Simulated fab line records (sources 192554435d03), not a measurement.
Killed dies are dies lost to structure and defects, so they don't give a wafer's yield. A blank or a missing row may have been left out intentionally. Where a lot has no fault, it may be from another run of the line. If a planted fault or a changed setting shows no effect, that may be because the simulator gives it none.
A lot that was struck, set against a sound lot | flow n5Finfet | 20 out of 1938 route steps
Sound: wafers L629.1, L629.3, L629.4. Struck: wafers L630.2, L630.3, L630.6. The cause comes at the end.
Each step with rows lists, per side, the tool, then ch with its chambers, then its first start. Under that, the readings that differ: sound wafers | struck wafers | difference of the means | sigmas: that difference in standard deviations of wafers without a fault.
alike: words and numbers the same on both sides, and readings whose means are apart by under 2 such deviations; not compared: readings that were withheld, readings missing a value for some wafer, numbers with overlapping values and no deviation given by the record, and bounds like >300 which may hide the same value.
A row with sigmas, a row that says differs or no value, or rows on one side alone: a step with any of these is where the two part. Non-overlapping numbers with no deviation appear without sigmas and do not part them. Lack of a reading on every wafer of one side parts them only where that side has two or more wafers.

first, 8 steps without rows for these wafers: N5_BEOL_M7_CMP_52 (polishes, stops on SiCOH lowk, t overpolish 6.9 s, target thk 80 nm); N5_BEOL_M7_PRE_CLEAN_55 (time 15 s); N5_BEOL_M7_DEP_56 (deposits SiCN from 3MS/NH3, target thk 10 nm, time 17.5 s); N5_BEOL_M8_ILD_DEP_00 (deposits SiCOH lowk from DEMS/porogen, target thk 179.75 nm, time 33.4 s); N5_BEOL_M8_CURE_74 (cures SiCOH lowk, time 240 s); N5_BEOL_M8_PECVD_70 (deposits SiO2 from TEOS/O2, target thk 20 nm, time 22.7 s); N5_BEOL_M8_HM_DEP_02 (deposits TiN, target thk 20 nm); N5_BEOL_M8_COAT_59 (time 60 s, resist thk 100 nm).
N5_BEOL_M8_COAT_60: time 60 s, resist thk 35 nm.
  sound on lithoTrack-05 ch 0, day 11 10:04; struck on lithoTrack-05 ch 0, day 11 18:55
reading                                   | sound                | struck               | difference | sigmas
spinSpeedRpm (rpm)                        | 1501.1 1500.4 1500.9 | 1643.9 1643.8 1644.0 | +143.1     | +99 or more
model.SiARC_of_BEOL_M8_COAT_60.thkNm (nm) | 35 35.2 35.2         | 33.6 33.6 33.6       | -1.5       | 
  alike: plateTempC
then, 7 steps without rows for these wafers: N5_BEOL_M8_COAT_05 (resist thk 90 nm); N5_BEOL_M8_EBR_07; N5_BEOL_M8_SOFTBAKE_06 (time 60 s); N5_BEOL_M8_EXPOSE_08 (exposes mask M8); N5_BEOL_M8_PEB_09 (peb time 60 s); N5_BEOL_M8_DEVELOP_10 (develop time 30 s); N5_BEOL_M8_DESCUM_16 (chemistry O2, time 7.9 s).
N5_BEOL_M8_ETCH_61: etches SiARC in CF4, target depth 45.5 nm, time 75.8 s.
  sound on rieDiel-01 ch 0,1,2, day 11 12:28; struck on rieDiel-03 ch 2,3, day 11 19:23
reading                                     | sound            | struck            | difference | sigmas
model.etch.depthNm (nm)                     | 35.08 35.2 35.14 | 33.54 33.52 33.56 | -1.60      | 
model.CAR-ArF_of_BEOL_M8_COAT_05.thkNm (nm) | 50.4 50.4 50.2   | 52.4 52.2 52.2    | +1.9       | 
  alike: drypumpMotorCurrentA, etchRfOnTimeS, mfcArSccm, oesProductAu, rfVppV, showerheadPlenumPTorr, throttleValvePct
  not compared: rfHoursCounterH
N5_BEOL_M8_ETCH_62: etches SOC in N2/H2, target depth 110 nm, overetch 22 nm, time 165 s.
  sound on rieDiel-01 ch 0,1,2, day 11 12:31; struck on rieDiel-03 ch 2,3, day 11 19:27
reading                                   | sound          | struck   | difference | sigmas
model.SiARC_of_BEOL_M8_COAT_60.thkNm (nm) | 28.8 28.6 28.4 | 27 27 27 | -2         | 
  alike: drypumpMotorCurrentA, n2FlowSccm, oesProductAu, rfVppV, showerheadPlenumPTorr, throttleValvePct
  not compared: rfHoursCounterH
then, 1 step without rows for these wafers: N5_BEOL_M8_STRIP_68 (strips in N2/H2).
-- the record jumps here: 3 days lie between the struck wafers' starts before and after (it left off in module BEOL_M8 and takes up again in module PASSIVATION, whose first step shown is number 1936 of the route) --
N5_PASSIVATION_PROBE_49:
  struck on prober-02, day 14 19:41; sound on prober-02, day 14 14:40
reading         | sound | struck | difference | sigmas
killed_at_M4_up | 14    | 28     | +14        | +3
killedAtOther   | 3     | 14     | +11        | +4
killedShort     | 29    | 48     | +19        | +2
  alike: defectLimitedYield, killed_at_M0_to_M3, killedAtContacts, killedAtFrontEnd, killedDies, killedOpen, sort_bin_5_function, sort_bin_6_memory, sortNPass, sortYieldPct

## WHERE THEY PART
First at N5_BEOL_M8_COAT_60; last, within this record, at N5_PASSIVATION_PROBE_49.

WHY: what the simulator had put in
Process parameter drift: lithoTrack-05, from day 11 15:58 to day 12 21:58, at N5_BEOL_M8_COAT_60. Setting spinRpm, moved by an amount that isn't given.
